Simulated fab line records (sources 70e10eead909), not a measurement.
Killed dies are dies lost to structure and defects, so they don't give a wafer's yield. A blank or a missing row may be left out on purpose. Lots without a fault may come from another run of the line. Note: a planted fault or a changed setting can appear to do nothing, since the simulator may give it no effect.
Which tool is to blame? -- flow nand-harc -- 23 lots, 69 wafers sampled, at 6 steps of a route of 1159

## WHAT THE GAUGES SHOWED, per wafer
The record holds no reading of a measuring or inspecting step that can be judged against a usual standard deviation.

## WHICH TOOL RAN EACH LOT (tool, then ch and the chambers of the sampled wafers, then the start)
lot,NHARC_A_CONTACT_DESCUM_74,NHARC_A_CONTACT_ETCH_77,NHARC_A_CONTACT_ETCH_134,NHARC_A_CONTACT_ETCH_137,NHARC_A_CONTACT_ETCH_98,NHARC_A_CONTACT_ETCH_110
L075,"rie-diel-07 ch 1,3, day 16 13:38","rie-diel-07 ch 1,2,3, day 16 21:01 or earlier","har-cap-etch-01 ch 1, day 16 21:01","har-cap-etch-01 ch 1, day 16 21:28","rie-diel-07 ch 2,3, day 16 22:22","rie-diel-01 ch 1,3, day 16 22:44"
L074,"rie-diel-07 ch 0,1,3, day 16 17:43","rie-diel-07 ch 1,2, day 17 01:51 or earlier","har-cap-etch-01 ch 0,1, day 17 01:51","har-cap-etch-01 ch 0,1, day 17 02:27","rie-diel-01 ch 1,2, day 17 04:06 or earlier","rie-diel-01 ch 0,1,2, day 17 04:06"
L077,"rie-diel-07 ch 1,2, day 17 05:08","rie-diel-07 ch 0,1,3, day 17 15:05 or earlier","har-cap-etch-01 ch 0,1, day 17 15:05","har-cap-etch-01 ch 0,1, day 17 15:31","rie-diel-13 ch 1,2,3, day 17 16:40 or earlier","rie-diel-07 ch 1,2,3, day 17 16:40"
L078,"rie-diel-13 ch 1,2,3, day 17 05:38","rie-diel-13 ch 0,2, day 17 13:21 or earlier","har-cap-etch-02 ch 0, day 17 13:21","har-cap-etch-02 ch 0, day 17 13:54","rie-diel-13 ch 0,1,3, day 17 15:50 or earlier","rie-diel-13 ch 0,2,3, day 17 15:50"
L079,"rie-diel-13 ch 0,1, day 17 09:34","rie-diel-13 ch 0,3, day 17 19:50 or earlier","har-cap-etch-02 ch 0,1, day 17 19:50","har-cap-etch-02 ch 0,1, day 17 20:16","rie-diel-07 ch 0,1,2, day 17 21:41 or earlier","rie-diel-01 ch 1,2, day 17 21:41"
L076,"rie-diel-07 ch 1,2,3, day 17 11:15","rie-diel-07 ch 0,1, day 17 20:23 or earlier","har-cap-etch-01 ch 0,1, day 17 20:23","har-cap-etch-01 ch 0,1, day 17 20:49","rie-diel-01 ch 0,1,3, day 17 22:18 or earlier","rie-diel-13 ch 0,2,3, day 17 22:18"
L080,"rie-diel-07 ch 0,2, day 17 14:01","rie-diel-07 ch 0,1, day 17 23:05 or earlier","har-cap-etch-03 ch 0,1, day 17 23:05","har-cap-etch-03 ch 0,1, day 17 23:38","rie-diel-01 ch 0,1, day 18 00:34","rie-diel-13 ch 0,1,3, day 18 01:01"
L082,"rie-diel-01 ch 0,3, day 18 18:43","rie-diel-01 ch 0,3, day 19 03:05 or earlier","har-cap-etch-01 ch 0,1, day 19 03:05","har-cap-etch-01 ch 0,1, day 19 03:31","rie-diel-01 ch 0,3, day 19 04:19","rie-diel-01 ch 2,3, day 19 04:56"
L081,"rie-diel-07 ch 0,3, day 18 19:06","rie-diel-07 ch 0,1, day 19 03:24 or earlier","har-cap-etch-03 ch 0,1, day 19 03:24","har-cap-etch-03 ch 0,1, day 19 03:59","rie-diel-07 ch 0,2,3, day 19 05:32 or earlier","rie-diel-07 ch 0,1,3, day 19 05:32"
L084,"rie-diel-13 ch 0,1,3, day 19 00:44","rie-diel-13 ch 0,1,3, day 19 08:20 or earlier","har-cap-etch-01 ch 0,1, day 19 08:20","har-cap-etch-01 ch 0,1, day 19 08:46","rie-diel-07 ch 0,1,3, day 19 09:54 or earlier","rie-diel-07 ch 0,1,2, day 19 09:54"
L083,"rie-diel-07 ch 0,2,3, day 19 04:13","rie-diel-07 ch 0,1,2, day 19 11:59 or earlier","har-cap-etch-03 ch 0,1, day 19 11:59","har-cap-etch-03 ch 0,1, day 19 12:35","rie-diel-07 ch 1,2,3, day 19 13:54 or earlier","rie-diel-07 ch 1,2,3, day 19 13:54"
L088,"rie-diel-07 ch 0,2,3, day 19 20:49","rie-diel-07 ch 0,2,3, day 20 04:54 or earlier","har-cap-etch-03 ch 0,1, day 20 04:54","har-cap-etch-03 ch 0,1, day 20 05:19","rie-diel-01 ch 0,3, day 20 06:14","rie-diel-01 ch 0,2,3, day 20 06:39"
L086,"rie-diel-07 ch 0,1,2, day 19 21:10","rie-diel-07 ch 0,2,3, day 20 05:42 or earlier","har-cap-etch-02 ch 0,1, day 20 05:42","har-cap-etch-02 ch 0,1, day 20 06:08","rie-diel-13 ch 1,2,3, day 20 06:57","rie-diel-13 ch 1,2,3, day 20 07:22"
L085,"rie-diel-07 ch 2,3, day 20 00:36","rie-diel-07 ch 0,1,3, day 20 08:40 or earlier","har-cap-etch-02 ch 0,1, day 20 08:40","har-cap-etch-02 ch 0,1, day 20 09:05","rie-diel-07 ch 0,1, day 20 10:13 or earlier","rie-diel-07 ch 0,3, day 20 10:13"
L091,"rie-diel-01 ch 1,2,3, day 20 09:01","rie-diel-01 ch 1,2, day 20 18:44 or earlier","har-cap-etch-03 ch 0,1, day 20 18:44","har-cap-etch-03 ch 0,1, day 20 19:19","rie-diel-13 ch 1,2,3, day 20 21:37 or earlier","rie-diel-07 ch 1,2,3, day 20 21:37"
L090,"rie-diel-13 ch 0,3, day 20 09:46","rie-diel-13 ch 0,1,2, day 20 19:37 or earlier","har-cap-etch-01 ch 0,1, day 20 19:37","har-cap-etch-01 ch 0,1, day 20 20:02","rie-diel-07 ch 0,1, day 20 21:10 or earlier","rie-diel-01 ch 0,1,2, day 20 21:10"
L089,"rie-diel-07 ch 0,1, day 20 13:51","rie-diel-07 ch 0,3, day 20 21:46 or earlier","har-cap-etch-03 ch 0,1, day 20 21:46","har-cap-etch-03 ch 0,1, day 20 22:20","rie-diel-07 ch 0,1,2, day 20 23:44 or earlier","rie-diel-07 ch 1,2,3, day 20 23:44"
L093,"rie-diel-01 ch 0,1,3, day 21 02:11","rie-diel-01 ch 2,3, day 21 12:31 or earlier","har-cap-etch-02 ch 0,1, day 21 12:31","har-cap-etch-02 ch 0,1, day 21 12:58","rie-diel-07 ch 0,1,3, day 21 14:08 or earlier","rie-diel-07 ch 0,2,3, day 21 14:08"
L092,"rie-diel-07 ch 1,2, day 21 23:03","rie-diel-07 ch 0,3, day 22 07:08 or earlier","har-cap-etch-01 ch 0,1, day 22 07:08","har-cap-etch-01 ch 0,1, day 22 07:35","rie-diel-13 ch 0,3, day 22 08:46 or earlier","rie-diel-07 ch 0,1, day 22 08:46"
L095,"rie-diel-07 ch 0,1,2, day 22 02:19","rie-diel-07 ch 0,2,3, day 22 10:05 or earlier","har-cap-etch-03 ch 0,1, day 22 10:05","har-cap-etch-03 ch 0,1, day 22 10:32","rie-diel-07 ch 0,1,3, day 22 11:46 or earlier","rie-diel-13 ch 0,1,3, day 22 11:46"
L096,"rie-diel-13 ch 0,2,3, day 22 02:26","rie-diel-13 ch 0,2,3, day 22 10:14 or earlier","har-cap-etch-01 ch 0,1, day 22 10:14","har-cap-etch-01 ch 0,1, day 22 10:41","rie-diel-07 ch 0,2,3, day 22 11:49 or earlier","rie-diel-07 ch 0,1,2, day 22 11:49"
L094,"rie-diel-07 ch 1,2, day 22 12:33","rie-diel-07 ch 0,1,3, day 22 21:17 or earlier","har-cap-etch-01 ch 0,1, day 22 21:17","har-cap-etch-01 ch 0,1, day 22 21:42","rie-diel-01 ch 1,3, day 22 22:50 or earlier","rie-diel-01 ch 0,1, day 22 22:50"
L097,"rie-diel-01 ch 1,3, day 22 14:10","rie-diel-01 ch 0,1,3, day 22 22:28 or earlier","har-cap-etch-03 ch 0,1, day 22 22:28","har-cap-etch-03 ch 0,1, day 22 22:54","rie-diel-07 ch 0,2,3, day 23 00:05 or earlier","rie-diel-01 ch 0,2,3, day 23 00:05"
- NHARC_A_CONTACT_DESCUM_74: chemistry O2, time 3 s.
- NHARC_A_CONTACT_ETCH_77: etches the open film in CF4/CHF3, target depth 72.6 nm, time 36.3 s.
- NHARC_A_CONTACT_ETCH_134: etches the open film in C4F8/O2/Ar, time 140 s, target depth 700 nm.
- NHARC_A_CONTACT_ETCH_137: etches the open film in C4F8/O2/Ar, time 132 s, target depth 1287 nm.
- NHARC_A_CONTACT_ETCH_98: etches the open film in C4F6/O2, target depth 20 nm, time 10 s.
- NHARC_A_CONTACT_ETCH_110: etches the open film in CF4/O2, target depth 50 nm, overetch 5 nm, time 27.5 s.

## WHAT THE TOOLS THEMSELVES READ (means of the sampled wafers that have a number; where no wafer has one, the mark that the record gives instead)
NHARC_A_CONTACT_DESCUM_74. Usual: drypump-motor-current-A 5.6 A, standard deviation 0.36; oes-product-au 1.003 a.u., standard deviation 0.0074; rf-vpp-V 57.8 V, standard deviation 0.92; showerhead-plenum-p-Torr 1.91 Torr, standard deviation 0.11; throttle-valve-pct 11.311 %, standard deviation 0.01.
lot,tool,drypump-motor-current-A (A),oes-product-au (a.u.),rf-vpp-V (V),showerhead-plenum-p-Torr (Torr),throttle-valve-pct (%),flag
L075,rie-diel-07,5.8,0.998,57.3,1.90,11.315,
L074,rie-diel-07,5.6,1.000,57.8,1.92,11.313,
L077,rie-diel-07,5.6,1.002,57.5,1.82,11.298,
L078,rie-diel-13,5.8,1.009,58.0,1.91,11.304,
L079,rie-diel-13,6.0,1.003,58.1,1.83,11.318,
L076,rie-diel-07,5.8,1.002,58.0,1.83,11.309,
L080,rie-diel-07,5.2,1.011,57.7,1.94,11.328,
L082,rie-diel-01,5.5,1.006,57.3,1.87,11.310,
L081,rie-diel-07,5.4,1.011,57.2,1.94,11.311,
L084,rie-diel-13,5.7,1.001,57.9,1.85,11.311,
L083,rie-diel-07,5.6,1.002,58.2,1.96,11.302,
L088,rie-diel-07,5.5,1.017,57.8,1.96,11.306,
L086,rie-diel-07,5.4,1.002,57.8,2.01,11.313,
L085,rie-diel-07,5.7,1.000,58.2,1.97,11.302,
L091,rie-diel-01,5.8,0.999,58.4,1.89,11.306,
L090,rie-diel-13,5.4,0.995,57.5,1.87,11.316,
L089,rie-diel-07,5.3,1.003,57.3,2.00,11.312,
L093,rie-diel-01,5.6,1.008,57.0,1.83,11.312,
L092,rie-diel-07,5.6,0.997,58.1,1.99,11.313,
L095,rie-diel-07,5.4,0.997,58.2,2.01,11.308,
L096,rie-diel-13,5.5,0.999,57.4,1.93,11.312,
L094,rie-diel-07,5.6,1.001,57.3,2.03,11.319,
L097,rie-diel-01,5.6,1.004,58.1,1.87,11.305,

NHARC_A_CONTACT_ETCH_77. Usual: drypump-motor-current-A 5.6 A, standard deviation 0.39; oes-product-au 0.934 a.u., standard deviation 0.017; rf-vpp-V 370.4 V, standard deviation 3; showerhead-plenum-p-Torr 1.57 Torr, standard deviation 0.086; throttle-valve-pct 16.803 %, standard deviation 0.009.
lot,tool,drypump-motor-current-A (A),oes-product-au (a.u.),rf-vpp-V (V),showerhead-plenum-p-Torr (Torr),throttle-valve-pct (%),flag
L075,rie-diel-07,5.8,0.930,369.3,1.51,16.806,
L074,rie-diel-07,5.6,0.972,368.4,1.51,16.803,
L077,rie-diel-07,5.6,0.932,370.9,1.58,16.808,
L078,rie-diel-13,5.5,0.929,370.7,1.60,16.803,
L079,rie-diel-13,5.4,0.930,369.4,1.54,16.813,
L076,rie-diel-07,5.2,0.928,372.2,1.64,16.808,
L080,rie-diel-07,5.2,0.922,372.6,1.64,16.803,
L082,rie-diel-01,5.4,0.925,369.0,1.51,16.810,
L081,rie-diel-07,5.5,0.982,371.8,1.62,16.793,
L084,rie-diel-13,5.7,0.931,368.0,1.52,16.808,
L083,rie-diel-07,5.4,0.929,373.1,1.65,16.805,
L088,rie-diel-07,5.5,0.924,371.6,1.61,16.799,
L086,rie-diel-07,5.5,0.930,372.1,1.61,16.796,
L085,rie-diel-07,5.6,0.933,370.2,1.57,16.796,
L091,rie-diel-01,6.0,0.934,369.5,1.53,16.808,
L090,rie-diel-13,5.8,0.941,370.6,1.57,16.803,
L089,rie-diel-07,5.7,0.930,367.9,1.53,16.801,
L093,rie-diel-01,6.1,0.927,371.4,1.59,16.800,
L092,rie-diel-07,5.7,0.921,369.0,1.53,16.801,
L095,rie-diel-07,5.5,0.925,371.2,1.61,16.801,
L096,rie-diel-13,5.5,0.923,370.0,1.59,16.801,
L094,rie-diel-07,5.6,0.921,370.8,1.57,16.793,
L097,rie-diel-01,5.6,0.977,368.2,1.51,16.801,

NHARC_A_CONTACT_ETCH_98. Usual: drypump-motor-current-A 5.7 A, standard deviation 0.37; oes-product-au 0.963 a.u., standard deviation 0.019; rf-vpp-V 547 V, standard deviation 4.3; showerhead-plenum-p-Torr 3.92 Torr, standard deviation 0.2; throttle-valve-pct 26.904 %, standard deviation 0.01.
lot,tool,drypump-motor-current-A (A),oes-product-au (a.u.),rf-vpp-V (V),showerhead-plenum-p-Torr (Torr),throttle-valve-pct (%),flag
L075,rie-diel-07,5.9,0.967,540,3.65,26.903,
L074,rie-diel-01,6.0,0.975,546,3.84,26.897,
L077,rie-diel-13,5.8,0.949,547,3.91,26.898,
L078,rie-diel-13,5.7,0.968,544,3.81,26.897,
L079,rie-diel-07,5.4,0.966,547,3.92,26.903,
L076,rie-diel-01,5.6,0.970,545,3.79,26.903,
L080,rie-diel-01,5.7,0.961,543,3.73,26.913,
L082,rie-diel-01,5.4,0.969,544,3.77,26.907,
L081,rie-diel-07,5.6,0.959,549,4.00,26.902,
L084,rie-diel-07,5.6,0.944,547,3.93,26.917,
L083,rie-diel-07,5.8,0.947,548,3.96,26.906,
L088,rie-diel-01,5.6,0.960,545,3.84,26.897,
L086,rie-diel-13,5.8,1.008,547,3.90,26.892,
L085,rie-diel-07,5.5,0.944,548,4.03,26.909,
L091,rie-diel-13,5.8,1.002,546,3.90,26.910,
L090,rie-diel-07,5.2,0.962,550,4.08,26.899,
L089,rie-diel-07,5.4,0.962,550,4.11,26.900,
L093,rie-diel-07,5.6,0.950,547,3.92,26.914,
L092,rie-diel-13,5.4,0.993,545,3.84,26.897,
L095,rie-diel-07,5.6,0.948,547,3.92,26.908,
L096,rie-diel-07,5.5,0.962,548,3.99,26.904,
L094,rie-diel-01,5.7,0.946,544,3.79,26.901,
L097,rie-diel-07,5.6,0.957,548,3.99,26.913,

NHARC_A_CONTACT_ETCH_110. Usual: drypump-motor-current-A 5.7 A, standard deviation 0.38; oes-product-au 1.004 a.u., standard deviation 0.0072; rf-vpp-V 197.8 V, standard deviation 1.6; showerhead-plenum-p-Torr 1.33 Torr, standard deviation 0.071; throttle-valve-pct 13.397 %, standard deviation 0.0095.
lot,tool,drypump-motor-current-A (A),oes-product-au (a.u.),rf-vpp-V (V),showerhead-plenum-p-Torr (Torr),throttle-valve-pct (%),flag
L075,rie-diel-01,5.7,1.006,197.0,1.29,13.393,
L074,rie-diel-01,5.8,1.010,197.3,1.30,13.399,
L077,rie-diel-07,5.8,1.004,197.1,1.28,13.392,
L078,rie-diel-13,5.5,1.008,199.2,1.35,13.392,
L079,rie-diel-01,6.0,1.009,196.8,1.30,13.400,
L076,rie-diel-13,5.5,1.004,198.1,1.35,13.392,
L080,rie-diel-13,5.7,1.001,197.1,1.29,13.385,
L082,rie-diel-01,5.8,1.010,197.7,1.34,13.401,
L081,rie-diel-07,5.6,1.006,197.6,1.34,13.395,
L084,rie-diel-07,5.4,1.005,199.7,1.40,13.399,
L083,rie-diel-07,5.8,0.997,197.7,1.35,13.404,
L088,rie-diel-01,5.7,0.997,197.7,1.31,13.401,
L086,rie-diel-13,5.8,1.000,197.6,1.33,13.397,
L085,rie-diel-07,5.7,0.999,196.2,1.29,13.395,
L091,rie-diel-07,5.8,1.009,198.1,1.34,13.398,
L090,rie-diel-01,5.8,1.011,196.8,1.29,13.393,
L089,rie-diel-07,5.8,0.994,197.5,1.34,13.388,
L093,rie-diel-07,5.5,1.001,198.6,1.36,13.393,
L092,rie-diel-07,5.5,1.003,199.6,1.38,13.392,
L095,rie-diel-13,5.7,1.000,196.9,1.28,13.393,
L096,rie-diel-07,5.4,1.004,199.8,1.40,13.402,
L094,rie-diel-01,5.7,0.994,197.0,1.26,13.391,
L097,rie-diel-01,5.7,1.005,198.2,1.31,13.393,

## THE ANSWER, worked out from the rows above alone
Rule: a lot is off if the mean of its wafers that have a number lies more than 3 standard deviations from the usual mean. A lot without any number at a reading at which 4 lots or more have one is off too. Where the step has rows for the other lots, those lots are counted as sound. The gauges are gone through in route order, then the tools' own readings, and for those a lot's mean is taken as printed above. At the first step where some lot is off, the reading lying furthest off is the one used; lots without a number count as furthest.
None of the lots is off at any reading shown; this tells nothing.

## WHAT THE SIMULATOR PUT IN
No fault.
